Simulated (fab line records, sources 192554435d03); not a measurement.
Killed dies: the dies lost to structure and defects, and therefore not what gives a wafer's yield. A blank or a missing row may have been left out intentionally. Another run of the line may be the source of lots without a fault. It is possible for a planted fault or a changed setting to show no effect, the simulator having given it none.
Struck lot and sound lot, side by side | flow n5_finfet | 24 steps out of a route of 1938
Sound: wafers L426.3, L426.4, L426.6. The struck wafers were L432.2, L432.5, L432.6. The cause is given at the end.
Each step with rows lists, per side, the tool, then ch with its chambers, then its first start. Under that, the readings that differ: sound wafers | struck wafers | difference of the means | sigmas: that difference in standard deviations of wafers without a fault.
alike: same words and numbers on both sides, and readings whose means sit less than 2 such deviations apart. not compared: any withheld reading, any reading some wafer has no value for, any bound like >300 that may hide the same value, and any number with overlapping values for which the record gives no deviation.
A row with sigmas, a row that says differs or no value, or rows on one side alone: a step with any of these is where the two part. Numbers that have no deviation but don't overlap get no sigmas and don't part them. Lack of a reading on every wafer of one side parts them only where that side has two or more wafers.

first, 9 steps without rows for these wafers: N5_DUMMY_GATE_COAT_09 (resist thk 30 nm); N5_DUMMY_GATE_EBR_11; N5_DUMMY_GATE_SOFTBAKE_10 (time 60 s); N5_DUMMY_GATE_EXPOSE_12 (exposes mask GATE, target cd 25 nm); N5_DUMMY_GATE_PEB_13 (peb time 60 s); N5_DUMMY_GATE_DEVELOP_14 (develop time 30 s); N5_DUMMY_GATE_DESCUM_20 (chemistry O2, time 6.2 s); N5_DUMMY_GATE_ETCH_29 (etches underlayer in N2/H2, target depth 13 nm); N5_DUMMY_GATE_ETCH_36 (etches SiARC in CF4, target depth 13 nm).
N5_DUMMY_GATE_ETCH_37: etches SOC in N2/H2, target depth 60 nm, overetch 30 nm.
  sound on rie_diel-04 ch 1,2, day 4 13:09; struck on rie_diel-04 ch 1,2,3, day 5 23:58
  no value came back on the struck wafers for any of 8 readings (bias_w (W), chamber_pressure_mTorr (mTorr) and others); on the sound wafers bias_w (W) reads 150.3 150.0 150.4
  reading                                            | sound | struck         | difference | sigmas
  model.CAR-EUV_of_DUMMY_GATE_COAT_09.thk_nm (nm)    | 0 0 0 | 11.2 11.4 11.4 | +11.3      |
  model.underlayer_of_DUMMY_GATE_COAT_28.thk_nm (nm) | 0 0 0 | 10 10 10       | +10        |
  model.SiARC_of_DUMMY_GATE_COAT_35.thk_nm (nm)      | 5 5 5 | 10 10 10       | +5         |
  not compared: rf_hours_counter_h
then, 4 steps without rows for these wafers: N5_DUMMY_GATE_STRIP_38 (strips in N2/H2); N5_DUMMY_GATE_STRIP_39 (strips in N2/H2); N5_DUMMY_GATE_TRIM_49 (chemistry O2, time 29 s, target cd 14 nm); N5_DUMMY_GATE_STRIP_40 (strips in CF4).
N5_DUMMY_GATE_CD_MEAS_50: the cd target is 14 nm.
  sound on cd_sem-01 at day 4 13:24; struck on cd_sem-02 at day 6 00:12
  reading    | sound             | struck | difference                    | sigmas
  cd_nm (nm) | 14.58 14.01 14.12 | - - -  | no value on the struck wafers |
N5_DUMMY_GATE_ETCH_31: etches SiO2 in C4F6/O2, target depth 82.5 nm, time 27.5 s.
  sound on rie_diel-05 ch 1,2,3, day 4 13:28; struck on rie_diel-02 ch 0,1,2, day 6 00:15
  reading                | sound             | struck            | difference | sigmas
  oes_product_au (a.u.)  | 0.74 0.70 0.72    | 0.29 0.27 0.26    | -0.45      | -11
  throttle_valve_pct (%) | 21.60 21.06 21.36 | 20.45 21.13 20.70 | -0.58      | -3
  alike: C4F6_flow_sccm, O2_flow_sccm, drypump_motor_current_A, oes_o_777_au, rf_vpp_V, showerhead_plenum_p_Torr
  not compared: rf_hours_counter_h
then, 1 step without rows for these wafers: N5_DUMMY_GATE_STRIP_41 (strips in O2).
N5_DUMMY_GATE_HM_OPEN_21: chemistry CH3F/O2, target SiNx, target depth 120 nm, time 171.4 s.
  sound on rie_diel-05 ch 1,2,3, day 4 13:33; struck on rie_diel-02 ch 0,1,2, day 6 00:20
  reading               | sound          | struck         | difference | sigmas
  oes_product_au (a.u.) | 0.73 0.70 0.73 | 0.29 0.27 0.27 | -0.44      | -11
  alike: drypump_motor_current_A, oes_o_777_au, rf_vpp_V, showerhead_plenum_p_Torr, throttle_valve_pct
  not compared: rf_hours_counter_h
then, 2 steps without rows for these wafers: N5_DUMMY_GATE_ETCH_32 (etches SiO2 in CF4, target depth 3.5 nm, time 3.9 s); N5_DUMMY_GATE_ETCH_23 (etches poly-Si in HBr/Cl2/O2, target depth 41 nm, time 22.3 s).
N5_DUMMY_GATE_ETCH_44: etches poly-Si in HBr/O2, stops on SiO2, target depth 127.5 nm.
  sound on rie_si-04 ch 0,3, day 4 13:48; struck on rie_si-03 ch 1,2,3, day 6 00:35
  reading               | sound             | struck            | difference | sigmas
  oes_product_au (a.u.) | 0.720 0.709 0.724 | 0.379 0.378 0.373 | -0.341     | -34
  alike: HBr_flow_sccm, O2_flow_sccm, drypump_motor_current_A, throttle_valve_pct
  not compared: rf_hours_counter_h
N5_DUMMY_GATE_CD_MEAS_24: the cd target is 15 nm.
  sound on cd_sem-02 at day 4 13:55; struck on cd_sem-01 at day 6 00:42
  reading    | sound             | struck | difference                    | sigmas
  cd_nm (nm) | 15.52 14.79 14.97 | - - -  | no value on the struck wafers |
N5_BEOL_M4_RC_MEAS_101:
  the record has rows for the sound wafers here (prober-01 ch 0, day 10 19:11) and none for the struck ones
-- here the record skips 10 days between the struck wafers' starts before and after, leaving off in module BEOL_M4 and picking up in module PASSIVATION (first step shown: number 1936 of the route) --
N5_PASSIVATION_PROBE_49:
  only the struck wafers here have rows in the record (prober-02, day 16 11:49); the sound ones have none

== WHERE THEY PART ==
Last at N5_PASSIVATION_PROBE_49 as far as this record goes, first at N5_DUMMY_GATE_ETCH_37.

WHY: whatever the simulator had introduced
Step skipped in full: rie_diel-04, at N5_DUMMY_GATE_ETCH_37, from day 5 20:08 onward. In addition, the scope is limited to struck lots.
